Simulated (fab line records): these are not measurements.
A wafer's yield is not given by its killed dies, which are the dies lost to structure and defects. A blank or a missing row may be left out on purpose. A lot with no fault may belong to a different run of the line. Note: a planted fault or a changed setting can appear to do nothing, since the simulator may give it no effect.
fab line records ; flow n5-finfet
record lots=7; wafers=21
route steps=1938 shown PMOS_HMC_CHANNEL_EPI@63 FIN_SAQP@125 SD_EPI_N@268 SD_EPI_P@296
start-h: hours from the record's first day to the start of the lot's first wafer shown ; wait-h: how many hours have passed since the lot's step before this one ; " as in the row above ; L1.1+2: several wafers, shown together as one row ; - value missing, or start not given ; * or withheld: withheld ; < > ~ a bound
route shown NAME@n: names a module that has steps shown in the file, with the first one's number in the route ; usual: mean and standard deviation over wafers with no fault ; same: alike in all rows ; chamber/n: place in a boat ; sites: per-site readings ; _std_site: the standard deviation of these ; _edge_site: outer sites' mean less inner sites' ; radius-mm: how far each site lies from the wafer's centre ; mask NAME#n: copy n ; behind: tool/chamber where the wafer was last shaped ; hold: what put the lot on hold/how long, in hours/how the hold closed ; device: whichever transistor did not switch (one of n, p or np) ; end of line: tests run on the same wafers once the route is complete ; step lacking rows: just its recipe ; killed: not the wafer's yield, but the dies lost to structure and defects at the first sort ; map: a wafer's dies, x killed, . not, _ none there
set.NAME: the setting that was run; set.NAME@STEP: the one run at that earlier step ; model.NAME: the simulator's own value behind a step, which no gauge read
one table per step and one row per wafer, for lots whose settings were changed on purpose
## steps
# step N5_PMOS_HMC_CHANNEL_EPI_PEB_07
# recipe peb-temp-c=110; peb-time-s=60; resist=CAR-ArF-block
lot.wafer;tool;chamber;start-h;wait-h;set.peb-time-s
L075.1+3+4;litho-track-04;0;23.54;0.1;60
L078.1+2+6;litho-track-01;0;41.01;0.1;60
L085.1;litho-track-01;0;83.00;0.1;65.06
L085.5+6;litho-track-01;0;83.00;0.1;60
L087.3+4+6;litho-track-04;0;95.30;0.0;60
L092.1;litho-track-01;0;125.83;0.1;60
L092.3+6;litho-track-01;0;125.83;0.1;51.8
L093.3+4;litho-track-02;0;131.08;0.0;68.61
L093.6;litho-track-02;0;131.08;0.0;60
L097.3+6;litho-track-02;0;156.11;0.0;56.46
L097.5;litho-track-02;0;156.11;0.0;60
# step N5_PMOS_HMC_CHANNEL_EPI_DEVELOP_08
# recipe develop-time-s=30; developer=TMAH; resist=CAR-ArF-block; dev-temp-c=23; rinse-liquid=diw; dry=air-spin
lot.wafer;tool;chamber;start-h;wait-h;set.develop-time-s
L075.1+3+4;litho-track-04;0;-;-;30
L078.1+2+6;litho-track-01;0;-;-;30
L085.1;litho-track-01;0;-;-;27
L085.5+6;litho-track-01;0;-;-;30
L087.3+4;litho-track-04;0;-;-;30
L087.6;litho-track-04;0;-;-;36.03
L092.1+3;litho-track-01;0;-;-;34.18
L092.6;litho-track-01;0;-;-;30
L093.3+6;litho-track-02;0;-;-;25.22
L093.4;litho-track-02;0;-;-;30
L097.3;litho-track-02;0;-;-;34.93
L097.5+6;litho-track-02;0;-;-;30
# step N5_PMOS_HMC_CHANNEL_EPI_CD_MEAS_09
# recipe target-cd-nm=237.4; landing-energy-ev=500; detector=se-inlens
# usual cd-nm=237.1/0.95
lot.wafer;tool;chamber;start-h;wait-h;set.peb-time-s@PMOS_HMC_CHANNEL_EPI_PEB_07;cd-nm
L075.1;cd-sem-03;0;23.60;-;60;234.7
L075.3;cd-sem-03;0;23.60;-;60;236.1
L075.4;cd-sem-03;0;23.60;-;60;235.6
L078.1;cd-sem-01;0;41.08;-;60;237.2
L078.2;cd-sem-01;0;41.08;-;60;236.5
L078.6;cd-sem-01;0;41.08;-;60;236.0
L085.1;cd-sem-01;0;83.07;-;65.06;239.9
L085.5;cd-sem-01;0;83.07;-;60;239.0
L085.6;cd-sem-01;0;83.07;-;60;236.6
L087.3;cd-sem-03;0;95.37;-;60;236.5
L087.4;cd-sem-03;0;95.37;-;60;237.5
L087.6;cd-sem-03;0;95.37;-;60;237.6
L092.1;cd-sem-02;0;125.89;-;60;238.6
L092.3;cd-sem-02;0;125.89;-;51.8;230.7
L092.6;cd-sem-02;0;125.89;-;51.8;231.3
L093.3;cd-sem-03;0;131.15;-;68.61;241.9
L093.4;cd-sem-03;0;131.15;-;68.61;242.7
L093.6;cd-sem-03;0;131.15;-;60;237.4
L097.3;cd-sem-02;0;156.18;-;56.46;236.8
L097.5;cd-sem-02;0;156.18;-;60;236.7
L097.6;cd-sem-02;0;156.18;-;56.46;235.6
# step N5_PMOS_HMC_CHANNEL_EPI_DESCUM_14
# recipe chemistry=O2; time-s=7.9; source-power-w=50; bias-power-w=20; pressure-mtorr=20; rf-frequency-hz=2.712e+07; temp-c=40; resist=CAR-ArF-block; o2-flow-sccm=225
lot.wafer;tool;chamber;start-h;wait-h;set.peb-time-s@PMOS_HMC_CHANNEL_EPI_PEB_07;model.PMOS_HMC_CHANNEL_EPI.cd-nm
L075.1;rie-diel-02;2;23.86;0.2;60;234.7
L075.3;rie-diel-02;3;23.86;0.2;60;235.6
L075.4;rie-diel-02;1;23.86;0.2;60;235.7
L078.1;rie-diel-02;2;41.55;0.4;60;236.9
L078.2;rie-diel-02;1;41.55;0.4;60;236.4
L078.6;rie-diel-02;2;41.55;0.4;60;235.9
L085.1;rie-diel-04;2;83.33;0.2;65.06;240
L085.5;rie-diel-04;3;83.33;0.2;60;238.9
L085.6;rie-diel-04;2;83.33;0.2;60;237.1
L087.3;rie-diel-02;1;95.45;0.0;60;236.5
L087.4;rie-diel-02;1;95.45;0.0;60;237.8
L087.6;rie-diel-02;2;95.45;0.0;60;237.6
L092.1;rie-diel-04;2;125.98;0.0;60;238.5
L092.3;rie-diel-04;0;125.98;0.0;51.8;230.9
L092.6;rie-diel-04;2;125.98;0.0;51.8;231.3
L093.3;rie-diel-03;3;131.23;0.0;68.61;242.1
L093.4;rie-diel-03;2;131.23;0.0;68.61;242.6
L093.6;rie-diel-03;1;131.23;0.0;60;237.6
L097.3;rie-diel-04;2;156.27;0.0;56.46;236.7
L097.5;rie-diel-04;1;156.27;0.0;60;236.5
L097.6;rie-diel-04;0;156.27;0.0;56.46;235.3
# step N5_PMOS_HMC_CHANNEL_EPI_ETCH_32
# recipe chemistry=N2/H2; target=BARC; stop-on=SiO2; target-depth-a=858; over-etch-frac=0.3; time-s=50.3; ion-energy-ev=200; mask-material=CAR-ArF-block; pressure-mtorr=30; source-w=840; bias-w=150; n2-flow-sccm=200; h2-flow-sccm=200
lot.wafer;tool;chamber;start-h;wait-h;set.peb-time-s@PMOS_HMC_CHANNEL_EPI_PEB_07;model.PMOS_HMC_CHANNEL_EPI.cd-nm
L075.1;rie-diel-02;2;23.89;0.0;60;237.3
L075.3;rie-diel-02;3;23.89;0.0;60;237.6
L075.4;rie-diel-02;1;23.89;0.0;60;238.5
L078.1;rie-diel-02;2;41.59;0.0;60;239.2
L078.2;rie-diel-02;1;41.59;0.0;60;239.5
L078.6;rie-diel-02;2;41.59;0.0;60;238.5
L085.1;rie-diel-04;2;83.37;0.0;65.06;242.2
L085.5;rie-diel-04;3;83.37;0.0;60;241.7
L085.6;rie-diel-04;2;83.37;0.0;60;239.4
L087.3;rie-diel-02;1;95.49;0.0;60;238.7
L087.4;rie-diel-02;1;95.49;0.0;60;240.9
L087.6;rie-diel-02;2;95.49;0.0;60;239.2
L092.1;rie-diel-04;2;126.02;0.0;60;239.6
L092.3+6;rie-diel-04;0,2;126.02;0.0;51.8;232.8
L093.3;rie-diel-03;3;131.27;0.0;68.61;243.9
L093.4;rie-diel-03;2;131.27;0.0;68.61;245.3
L093.6;rie-diel-03;1;131.27;0.0;60;240.2
L097.3;rie-diel-04;2;156.30;0.0;56.46;238.6
L097.5;rie-diel-04;1;156.30;0.0;60;239
L097.6;rie-diel-04;0;156.30;0.0;56.46;238.5
# step N5_PMOS_HMC_CHANNEL_EPI_HM_OPEN_15
# recipe chemistry=CHF3/O2; target=SiO2; mask-material=CAR-ArF-block; target-depth-a=406; CHF3_flow_sccm=50; O2_flow_sccm=5; Ar_flow_sccm=200; time-s=20.3; pressure-mtorr=30; source-w=650; bias-w=170; ion-energy-ev=200
# step N5_PMOS_HMC_CHANNEL_EPI_STRIP_33
# recipe chemistry=N2/H2; power-w=500; temp-c=40; pressure-mtorr=50; rf-frequency-hz=6e+07; overash-fraction=0.3; bias-power-w=8; h2-frac=0.5; n2-flow-sccm=300; h2-flow-sccm=300
# step N5_PMOS_HMC_CHANNEL_EPI_STRIP_17
# recipe chemistry=SPM; time-s=750; temp-c=130; h2so4-h2o2-vol-ratio=4; dry=ipa-marangoni
# step N5_PMOS_HMC_CHANNEL_EPI_ETCH_38
# recipe chemistry=CF4; target=SiO2; target-depth-a=15; ion-energy-ev=350; pressure-mtorr=10; icp-w=800; bias-w=400; cf4-flow-sccm=80
# step N5_PMOS_HMC_CHANNEL_EPI_FIN_RECESS_16
# recipe chemistry=HBr/Cl2; target=Si; mask-material=SiO2; target-depth-a=540; time-s=18; pressure-mtorr=10; icp-w=800; bias-w=75; HBr_flow_sccm=150; Cl2_flow_sccm=80
lot.wafer;tool;chamber;start-h;wait-h;set.peb-time-s@PMOS_HMC_CHANNEL_EPI_PEB_07;model.PMOS_HMC_CHANNEL_EPI.cd-nm
L075.1;rie-si-01;0;24.32;0.0;60;237.3
L075.3;rie-si-01;3;24.32;0.0;60;237.6
L075.4;rie-si-01;2;24.32;0.0;60;238.5
L078.1;rie-si-04;3;42.01;0.0;60;239.1
L078.2;rie-si-04;2;42.01;0.0;60;239.6
L078.6;rie-si-04;2;42.01;0.0;60;238.4
L085.1;rie-si-05;0;83.81;0.0;65.06;242
L085.5;rie-si-05;2;83.81;0.0;60;241.7
L085.6;rie-si-05;1;83.81;0.0;60;239.3
L087.3;rie-si-04;2;96.11;0.0;60;238.7
L087.4;rie-si-04;1;96.11;0.0;60;240.9
L087.6;rie-si-04;1;96.11;0.0;60;239.3
L092.1;rie-si-01;2;126.44;0.0;60;239.6
L092.3;rie-si-01;1;126.44;0.0;51.8;233
L092.6;rie-si-01;0;126.44;0.0;51.8;232.8
L093.3;rie-si-05;1;131.69;0.0;68.61;243.8
L093.4;rie-si-05;0;131.69;0.0;68.61;245.3
L093.6;rie-si-05;1;131.69;0.0;60;240
L097.3;rie-si-04;2;156.72;0.0;56.46;238.5
L097.5;rie-si-04;3;156.72;0.0;60;239
L097.6;rie-si-04;0;156.72;0.0;56.46;238.6
# step N5_FIN_SAQP_SPACER1_ALD_24
# recipe material=SiO2; target-thk-a=203; temp-c=300; ald-precursor-family=BDEAS; ald-co-reactant=O2-plasma; pulse-time-s=1; purge-time-s=2; co-reactant-purge-time-s=2; ald-cycles=218; pressure-torr=2
lot.wafer;tool;chamber;start-h;wait-h;set.temp-c;model.SiO2_of_FIN_SAQP_SPACER1_ALD_24.thk-nm
L075.1+3+4;ald-sin-01;3,1,0;29.38;0.3;300;20.4
L078.1+6;ald-sin-01;0,3;46.96;0.3;291;21
L078.2;ald-sin-01;3;46.96;0.3;300;20.2
L085.1;ald-sin-01;3;89.44;1.0;290.3;21
L085.5;ald-sin-01;3;89.44;1.0;290.3;21.2
L085.6;ald-sin-01;0;89.44;1.0;300;20.4
L087.3;ald-sin-01;3;101.76;0.1;290.2;21
L087.4+6;ald-sin-01;2,3;101.76;0.1;300;20.2
L092.1+3;ald-sin-03;0,2;131.75;0.3;309;20
L092.6;ald-sin-03;3;131.75;0.3;300;20.2
L093.3;ald-sin-03;3;136.92;0.4;300;20.2
L093.4+6;ald-sin-03;0,1;136.92;0.4;300;20.4
L097.3;ald-sin-01;1;161.54;0.1;306.6;20.2
L097.5+6;ald-sin-01;2,3;161.54;0.1;300;20.2
# step N5_FIN_SAQP_SPACER1_ETCHBACK_25
# recipe chemistry=CHF3/O2; mode=anisotropic-etchback; target=SiO2; target-depth-a=244; time-s=12.2; pressure-mtorr=30; source-w=650; bias-w=170; Ar_flow_sccm=200; CHF3_flow_sccm=50; O2_flow_sccm=5; ion-energy-ev=200
# step N5_FIN_SAQP_MANDREL1_REMOVE_56
# recipe chemistry=HBr/Cl2/O2; bt-time-s=10; target=a-Si; stop-on=SiNx; endpoint=OES-SiCl; over-etch-frac=1; icp-w=600; bias-w=22; HBr_flow_sccm=150; Cl2_flow_sccm=80; O2_flow_sccm=5; pressure-mtorr=10
lot.wafer;tool;chamber;start-h;wait-h;set.temp-c@FIN_SAQP_SPACER1_ALD_24;model.FIN_SAQP.cd-nm
L075.1+3+4;rie-si-02;3,0,2;30.19;0.1;300;20.4
L078.1;rie-si-03;3;47.76;0.1;291;21
L078.2;rie-si-03;2;47.76;0.1;300;20.2
L078.6;rie-si-03;2;47.76;0.1;291;20.8
L085.1;rie-si-06;2;90.24;0.1;290.3;21
L085.5;rie-si-06;0;90.24;0.1;290.3;21.2
L085.6;rie-si-06;3;90.24;0.1;300;20.2
L087.3;rie-si-03;3;102.57;0.1;290.2;21
L087.4+6;rie-si-03;1,0;102.57;0.1;300;20.2
L092.1;rie-si-02;1;132.58;0.1;309;20
L092.3;rie-si-02;3;132.58;0.1;309;19.8
L092.6;rie-si-02;0;132.58;0.1;300;20.2
L093.3+4+6;rie-si-03;2,0,3;137.72;0.1;300;20.4
L097.3;rie-si-06;2;162.35;0.1;306.6;20.2
L097.5;rie-si-06;3;162.35;0.1;300;20
L097.6;rie-si-06;0;162.35;0.1;300;20.2
# step N5_SD_EPI_N_PEB_07
# recipe peb-temp-c=110; peb-time-s=60; resist=CAR-ArF-block
lot.wafer;tool;chamber;start-h;wait-h;set.peb-temp-c
L075.1+3+4;litho-track-05;0;55.52;0.1;110
L078.1+2+6;litho-track-05;0;74.42;0.1;110
L085.1;litho-track-01;0;115.88;0.1;110
L085.5+6;litho-track-01;0;115.88;0.1;112.2
L087.3+6;litho-track-03;0;126.25;0.0;107.8
L087.4;litho-track-03;0;126.25;0.0;110
L092.1;litho-track-05;0;156.13;0.1;111.4
L092.3+6;litho-track-05;0;156.13;0.1;110
L093.3+6;litho-track-03;0;161.39;0.0;111.2
L093.4;litho-track-03;0;161.39;0.0;110
L097.3+5;litho-track-01;0;187.02;0.0;110
L097.6;litho-track-01;0;187.02;0.0;111
# step N5_SD_EPI_N_DEVELOP_08
# recipe develop-time-s=30; developer=TMAH; resist=CAR-ArF-block; dev-temp-c=23; rinse-liquid=diw; dry=air-spin
# step N5_SD_EPI_N_CD_MEAS_09
# recipe target-cd-nm=120; landing-energy-ev=500; detector=se-inlens
# usual cd-nm=120.2/0.68
lot.wafer;tool;chamber;start-h;wait-h;set.peb-temp-c@SD_EPI_N_PEB_07;cd-nm
L075.1;cd-sem-01;0;55.59;-;110;120.3
L075.3;cd-sem-01;0;55.59;-;110;120.3
L075.4;cd-sem-01;0;55.59;-;110;120.4
L078.1;cd-sem-02;0;74.49;-;110;120.5
L078.2;cd-sem-02;0;74.49;-;110;120.7
L078.6;cd-sem-02;0;74.49;-;110;120.5
L085.1;cd-sem-03;0;115.95;-;110;120.1
L085.5;cd-sem-03;0;115.95;-;112.2;125.8
L085.6;cd-sem-03;0;115.95;-;112.2;125.6
L087.3;cd-sem-01;0;126.32;-;107.8;114.2
L087.4;cd-sem-01;0;126.32;-;110;121.2
L087.6;cd-sem-01;0;126.32;-;107.8;113.5
L092.1;cd-sem-01;0;156.19;-;111.4;123.6
L092.3;cd-sem-01;0;156.19;-;110;120.2
L092.6;cd-sem-01;0;156.19;-;110;120.6
L093.3;cd-sem-02;0;161.46;-;111.2;123.4
L093.4;cd-sem-02;0;161.46;-;110;120.1
L093.6;cd-sem-02;0;161.46;-;111.2;124.0
L097.3;cd-sem-02;0;187.09;-;110;119.0
L097.5;cd-sem-02;0;187.09;-;110;120.3
L097.6;cd-sem-02;0;187.09;-;111;122.9
# step N5_SD_EPI_N_DESCUM_14
# recipe chemistry=O2; time-s=7.9; source-power-w=50; bias-power-w=20; pressure-mtorr=20; rf-frequency-hz=2.712e+07; temp-c=40; resist=CAR-ArF-block; o2-flow-sccm=225
lot.wafer;tool;chamber;start-h;wait-h;set.peb-temp-c@SD_EPI_N_PEB_07;model.SD_EPI_N.cd-nm
L075.1;rie-diel-05;2;55.67;0.0;110;120.8
L075.3;rie-diel-05;3;55.67;0.0;110;120.2
L075.4;rie-diel-05;0;55.67;0.0;110;120.4
L078.1;rie-diel-06;3;74.66;0.1;110;120.2
L078.2;rie-diel-06;1;74.66;0.1;110;120.4
L078.6;rie-diel-06;2;74.66;0.1;110;120.6
L085.1;rie-diel-05;0;116.94;0.9;110;120.2
L085.5;rie-diel-05;2;116.94;0.9;112.2;125.4
L085.6;rie-diel-05;1;116.94;0.9;112.2;125.2
L087.3;rie-diel-05;1;126.43;0.1;107.8;114
L087.4;rie-diel-05;3;126.43;0.1;110;121
L087.6;rie-diel-05;0;126.43;0.1;107.8;113.6
L092.1;rie-diel-01;1;156.34;0.1;111.4;123.8
L092.3;rie-diel-01;2;156.34;0.1;110;120.2
L092.6;rie-diel-01;1;156.34;0.1;110;120.6
L093.3;rie-diel-06;0;161.54;0.0;111.2;123.6
L093.4;rie-diel-06;1;161.54;0.0;110;120.2
L093.6;rie-diel-06;2;161.54;0.0;111.2;124
L097.3;rie-diel-01;3;187.17;0.0;110;119.4
L097.5;rie-diel-01;2;187.17;0.0;110;120.2
L097.6;rie-diel-01;3;187.17;0.0;111;123
# step N5_SD_EPI_N_ETCH_34
# recipe chemistry=CF4; target=SiARC; target-depth-a=455; mask-material=CAR-ArF-block; time-s=75.8; ion-energy-ev=80; pressure-mtorr=40; source-w=545; bias-w=36; Ar_flow_sccm=100; cf4-flow-sccm=100; ends=cleared
lot.wafer;tool;chamber;start-h;wait-h;set.peb-temp-c@SD_EPI_N_PEB_07;model.SD_EPI_N.cd-nm
L075.1;rie-diel-05;2;55.71;0.0;110;120.8
L075.3;rie-diel-05;3;55.71;0.0;110;120
L075.4;rie-diel-05;0;55.71;0.0;110;120.4
L078.1;rie-diel-06;3;74.70;0.0;110;120.6
L078.2+6;rie-diel-06;1,2;74.70;0.0;110;120.4
L085.1;rie-diel-05;0;116.97;0.0;110;120.4
L085.5;rie-diel-05;2;116.97;0.0;112.2;125.2
L085.6;rie-diel-05;1;116.97;0.0;112.2;125.4
L087.3;rie-diel-05;1;126.47;0.0;107.8;114
L087.4;rie-diel-05;3;126.47;0.0;110;120.8
L087.6;rie-diel-05;0;126.47;0.0;107.8;113.8
L092.1;rie-diel-01;1;156.37;0.0;111.4;123.8
L092.3;rie-diel-01;2;156.37;0.0;110;120.2
L092.6;rie-diel-01;1;156.37;0.0;110;120.6
L093.3;rie-diel-06;0;161.58;0.0;111.2;124
L093.4;rie-diel-06;1;161.58;0.0;110;120.4
L093.6;rie-diel-06;2;161.58;0.0;111.2;123.8
L097.3;rie-diel-01;3;187.21;0.0;110;119.4
L097.5;rie-diel-01;2;187.21;0.0;110;120
L097.6;rie-diel-01;3;187.21;0.0;111;123
# step N5_SD_EPI_N_ETCH_35
# recipe chemistry=N2/H2; target=SOC; overetch-a=1080; mask-material=SiARC; temp-c=40; ion-energy-ev=100; source-w=3000; bias-w=133; pressure-mtorr=20; time-s=486; n2-flow-sccm=200; h2-flow-sccm=200
lot.wafer;tool;chamber;start-h;wait-h;set.peb-temp-c@SD_EPI_N_PEB_07;model.SD_EPI_N.cd-nm
L075.1;rie-diel-05;2;55.77;0.0;110;119.8
L075.3;rie-diel-05;3;55.77;0.0;110;120
L075.4;rie-diel-05;0;55.77;0.0;110;120.6
L078.1;rie-diel-06;3;74.75;0.0;110;118.6
L078.2;rie-diel-06;1;74.75;0.0;110;119.2
L078.6;rie-diel-06;2;74.75;0.0;110;119.6
L085.1;rie-diel-05;0;117.03;0.0;110;121
L085.5;rie-diel-05;2;117.03;0.0;112.2;126
L085.6;rie-diel-05;1;117.03;0.0;112.2;126.6
L087.3;rie-diel-05;1;126.53;0.0;107.8;114.4
L087.4;rie-diel-05;3;126.53;0.0;110;122.4
L087.6;rie-diel-05;0;126.53;0.0;107.8;113.8
L092.1;rie-diel-01;1;156.43;0.0;111.4;124.4
L092.3;rie-diel-01;2;156.43;0.0;110;120.4
L092.6;rie-diel-01;1;156.43;0.0;110;120.6
L093.3;rie-diel-06;0;161.64;0.0;111.2;125.8
L093.4;rie-diel-06;1;161.64;0.0;110;121.2
L093.6;rie-diel-06;2;161.64;0.0;111.2;124.4
L097.3;rie-diel-01;3;187.27;0.0;110;118.2
L097.5;rie-diel-01;2;187.27;0.0;110;119.4
L097.6;rie-diel-01;3;187.27;0.0;111;122.4
# step N5_SD_EPI_N_STRIP_36
# recipe chemistry=N2/H2; temp-c=40; n2-flow-sccm=200; h2-flow-sccm=200; rf-frequency-hz=6e+07
# step N5_SD_EPI_N_ETCHBACK_44
# recipe chemistry=CH3F/O2; mode=anisotropic-etchback; target=SiNx; target-depth-a=145; stop-on=SiO2; over-etch-frac=0.3; ion-energy-ev=120; pressure-mtorr=30; source-w=395; bias-w=73; Ar_flow_sccm=150; CH3F_flow_sccm=30; O2_flow_sccm=20
# step N5_SD_EPI_N_ETCH_45
# recipe chemistry=CH3F/O2; target=SiOCN; target-depth-a=60; mask-material=SOC; ion-energy-ev=60; bias-w=29; pressure-mtorr=15; source-w=410; Ar_flow_sccm=150; CH3F_flow_sccm=30; O2_flow_sccm=20
# step N5_SD_EPI_N_ETCH_16
# recipe chemistry=CHF3/O2; target=SiO2; target-depth-a=50; mask-material=SOC; pressure-mtorr=30; source-w=650; bias-w=170; Ar_flow_sccm=200; CHF3_flow_sccm=50; O2_flow_sccm=5; ion-energy-ev=200
lot.wafer;tool;chamber;start-h;wait-h;set.peb-temp-c@SD_EPI_N_PEB_07;model.SD_EPI_N.cd-nm
L075.1;rie-diel-05;2;56.29;0.1;110;119.6
L075.3;rie-diel-05;3;56.29;0.1;110;120
L075.4;rie-diel-05;0;56.29;0.1;110;120.6
L078.1;rie-diel-06;3;75.28;0.1;110;118.4
L078.2;rie-diel-06;1;75.28;0.1;110;119.2
L078.6;rie-diel-06;2;75.28;0.1;110;119.8
L085.1;rie-diel-05;0;117.55;0.1;110;121
L085.5;rie-diel-05;2;117.55;0.1;112.2;126
L085.6;rie-diel-05;1;117.55;0.1;112.2;126.6
L087.3;rie-diel-05;1;127.05;0.1;107.8;114.6
L087.4;rie-diel-05;3;127.05;0.1;110;122.4
L087.6;rie-diel-05;0;127.05;0.1;107.8;114
L092.1;rie-diel-01;1;156.95;0.1;111.4;124.2
L092.3;rie-diel-01;2;156.95;0.1;110;120.4
L092.6;rie-diel-01;1;156.95;0.1;110;120.6
L093.3;rie-diel-06;0;162.16;0.1;111.2;125.8
L093.4;rie-diel-06;1;162.16;0.1;110;121.2
L093.6;rie-diel-06;2;162.16;0.1;111.2;124.6
L097.3;rie-diel-01;3;187.79;0.1;110;118.2
L097.5;rie-diel-01;2;187.79;0.1;110;119.6
L097.6;rie-diel-01;3;187.79;0.1;111;122.2
# step N5_SD_EPI_P_COAT_35
# recipe resist=SiARC; temp-c=220; time-s=60; spin-rpm=1500; resist-thk-nm=35
lot.wafer;tool;chamber;start-h;wait-h;set.spin-rpm;model.SiARC_of_SD_EPI_P_COAT_35.thk-nm
L075.1+3;litho-track-02;0;-;-;1500;35.2
L075.4;litho-track-02;0;-;-;1500;35
L078.1;litho-track-04;0;-;-;1628;33.6
L078.2;litho-track-04;0;-;-;1500;35.2
L078.6;litho-track-04;0;-;-;1500;35
L085.1;litho-track-01;0;-;-;1500;35
L085.5+6;litho-track-01;0;-;-;1381;36.6
L087.3;litho-track-01;0;-;-;1340;37.2
L087.4+6;litho-track-01;0;-;-;1500;35.2
L092.1+3+6;litho-track-02;0;-;-;1500;35
L093.3;litho-track-01;0;-;-;1500;35.2
L093.4;litho-track-01;0;-;-;1500;35
L093.6;litho-track-01;0;-;-;1385;36.6
L097.3;litho-track-04;0;-;-;1500;34.8
L097.5;litho-track-04;0;-;-;1385;36.4
L097.6;litho-track-04;0;-;-;1385;36.6
## key
split step=N5_PMOS_HMC_CHANNEL_EPI_PEB_07; setting=peb-time-s; stated=60; by=wafer
response step=N5_PMOS_HMC_CHANNEL_EPI_CD_MEAS_09; reading=cd-nm; change=+0.388; per=1%; r=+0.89
response step=N5_PMOS_HMC_CHANNEL_EPI_DESCUM_14; reading=model.PMOS_HMC_CHANNEL_EPI.cd-nm; change=+0.379; per=1%; r=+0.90
response step=N5_PMOS_HMC_CHANNEL_EPI_ETCH_32; reading=model.PMOS_HMC_CHANNEL_EPI.cd-nm; change=+0.35; per=1%; r=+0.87
response step=N5_PMOS_HMC_CHANNEL_EPI_FIN_RECESS_16; reading=model.PMOS_HMC_CHANNEL_EPI.cd-nm; change=+0.345; per=1%; r=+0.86
split step=N5_PMOS_HMC_CHANNEL_EPI_DEVELOP_08; setting=develop-time-s; stated=30; by=wafer
response none clear
split step=N5_FIN_SAQP_SPACER1_ALD_24; setting=temp-c; stated=300; by=wafer
response step=N5_FIN_SAQP_SPACER1_ALD_24; reading=model.SiO2_of_FIN_SAQP_SPACER1_ALD_24.thk-nm; change=-0.179; per=1%; r=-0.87
response step=N5_FIN_SAQP_MANDREL1_REMOVE_56; reading=model.FIN_SAQP.cd-nm; change=-0.189; per=1%; r=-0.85
split step=N5_SD_EPI_N_PEB_07; setting=peb-temp-c; stated=110; by=wafer
response step=N5_SD_EPI_N_CD_MEAS_09; reading=cd-nm; change=+3.17; per=1%; r=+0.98
response step=N5_SD_EPI_N_DESCUM_14; reading=model.SD_EPI_N.cd-nm; change=+3.07; per=1%; r=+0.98
response step=N5_SD_EPI_N_ETCH_34; reading=model.SD_EPI_N.cd-nm; change=+2.99; per=1%; r=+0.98
response step=N5_SD_EPI_N_ETCH_35; reading=model.SD_EPI_N.cd-nm; change=+3.41; per=1%; r=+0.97
response step=N5_SD_EPI_N_ETCH_16; reading=model.SD_EPI_N.cd-nm; change=+3.34; per=1%; r=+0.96
split step=N5_SD_EPI_P_COAT_35; setting=spin-rpm; stated=1500; by=wafer
response step=N5_SD_EPI_P_COAT_35; reading=model.SiARC_of_SD_EPI_P_COAT_35.thk-nm; change=-0.194; per=1%; r=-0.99
